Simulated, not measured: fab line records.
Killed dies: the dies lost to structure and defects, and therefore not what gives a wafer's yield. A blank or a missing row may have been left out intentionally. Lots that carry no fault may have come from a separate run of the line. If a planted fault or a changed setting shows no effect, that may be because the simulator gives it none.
Lot-split experiment	flow n5_finfet	39 wafers read across 7 lots, on a route 1938 steps long

ON THE SPLIT
At N5_ZERO_LAYER_ETCH_18 (etches Si in HBr/Cl2, target depth 120 nm, time 40 s), the setting target_depth_a was moved away from the recipe's 1200 angstrom on 12 of the 39 wafers read, by -25.0% to +40.9%. For the rest of the wafers, this setting stayed at what the recipe calls for.

The reading comes from the split's own step.

THE READING
coat_of_ZERO_LAYER_COAT_05.thk_nm (the simulator's own value, which no gauge read), in nm, at N5_ZERO_LAYER_ETCH_18 (etches Si in HBr/Cl2, target depth 120 nm, time 40 s). The file does not state a usual value for it. The 27 wafers here that ran the recipe average 931.1 nm, standard deviation 3.1 nm.

wafer	tool, chamber at the split	target_depth_a as run, angstrom	against the recipe	coat_of_ZERO_LAYER_COAT_05.thk_nm, nm	against lot-mates on the recipe
L085.1	rie_si-03, 0	1200	recipe	928.6	-
L085.2	rie_si-03, 1	1200	recipe	930.6	-
L085.3	rie_si-03, 3	1200	recipe	932.1	-
L085.4	rie_si-03, 3	1200	recipe	929.9	-
L085.5	rie_si-03, 0	1200	recipe	930.2	-
L085.6	rie_si-03, 1	1200	recipe	933.1	-
L086.1	rie_si-04, 0	1200	recipe	934.3	-
L086.2	rie_si-04, 1	1200	recipe	934.8	-
L086.3	rie_si-04, 3	1200	recipe	932	-
L086.4	rie_si-04, 2	1602	+33.5%	922.1	-11.6
L086.5	rie_si-04, 1	1602	+33.5%	918.1	-15.6
L086.6	rie_si-04, 0	1602	+33.5%	920.9	-12.8
L087.1	rie_si-03, 0	1691	+40.9%	908.3	-17.4
L087.2	rie_si-03, 3	1200	recipe	923	-
L087.3	rie_si-03, 1	1200	recipe	927.4	-
L087.4	rie_si-03, 2	1200	recipe	926.6	-
L087.5	rie_si-03, 3	1691	+40.9%	908.3	-17.4
L087.6	rie_si-03, 0	1691	+40.9%	906.9	-18.8
L089.1	rie_si-03, 1	1200	recipe	935.3	-
L089.2	rie_si-03, 0	1200	recipe	934.9	-
L089.3	rie_si-03, 3	1200	recipe	935.2	-
L089.4	rie_si-03, 1	1200	recipe	936.7	-
L089.5	rie_si-03, 0	1200	recipe	933.1	-
L089.6	rie_si-03, 3	1200	recipe	933.2	-
L092.1	rie_si-02, 0	1200	recipe	929.4	-
L092.3	rie_si-02, 2	1200	recipe	929.6	-
L092.5	rie_si-02, 0	1200	recipe	927.5	-
L094.1	rie_si-02, 2	1200	recipe	933.2	-
L094.2	rie_si-02, 1	1558	+29.8%	920.7	-11.0
L094.3	rie_si-02, 0	1200	recipe	930.8	-
L094.4	rie_si-02, 3	1200	recipe	931	-
L094.5	rie_si-02, 2	1558	+29.8%	920.1	-11.6
L094.6	rie_si-02, 1	1558	+29.8%	919.8	-11.9
L095.1	rie_si-04, 0	1200	recipe	929.5	-
L095.2	rie_si-04, 1	1200	recipe	927.5	-
L095.3	rie_si-04, 2	1200	recipe	930.7	-
L095.4	rie_si-04, 3	899.9	-25.0%	937.2	+8.0
L095.5	rie_si-04, 0	899.9	-25.0%	941	+11.8
L095.6	rie_si-04, 3	899.9	-25.0%	938.2	+9.0

THE FIT
A straight line over all 39 wafers: coat_of_ZERO_LAYER_COAT_05.thk_nm changes by -0.419 nm for each +1% of target_depth_a; r = -0.90; the points scatter about the line by 3.5 nm.
The same after taking each lot's own level away (the mean of its wafers on the recipe; 39 wafers): -0.406 nm for each +1%; r = -0.98; scatter 1.4 nm.
According to that fit, moving target_depth_a by its largest amount changes the reading by 17 nm.
From 925.67 to 934.73 nm: that is the span of the lots' own levels, equal to 2.9 times the standard deviation above.
The two slopes agree, so the slope changes little with the lot-to-lot level.
Check: for one of the wafers moved furthest among these (+40.9%), held out of the fit, the line's prediction against its lot-mates is -16.6 nm. Against them it came out at -17.4 nm.

THE WHOLE CHAIN: every reading that the file lists as answering this split, in the file's order
step	what it does	reading	change (the file's fit)	r (the file's)
N5_ZERO_LAYER_ETCH_18	etches Si in HBr/Cl2, target depth 120 nm, time 40 s	etch.depth_nm (the simulator's own value, which no gauge read)	+1.22 nm for each +1% of the setting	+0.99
N5_ZERO_LAYER_ETCH_18	etches Si in HBr/Cl2, target depth 120 nm, time 40 s	ZERO_LAYER.feature_depth_nm (the simulator's own value, which no gauge read)	+1.22 nm for each +1% of the setting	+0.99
N5_ZERO_LAYER_ETCH_18	etches Si in HBr/Cl2, target depth 120 nm, time 40 s	coat_of_ZERO_LAYER_COAT_05.thk_nm (the simulator's own value, which no gauge read)	-0.408 nm for each +1% of the setting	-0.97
N5_ZERO_LAYER_STRIP_24	strips in O2	strip_time_to_endpoint_s	withheld for each +1% of the setting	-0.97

THE FILE'S OWN FIT
coat_of_ZERO_LAYER_COAT_05.thk_nm changes by -0.408 nm for each +1% of target_depth_a, r = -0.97.
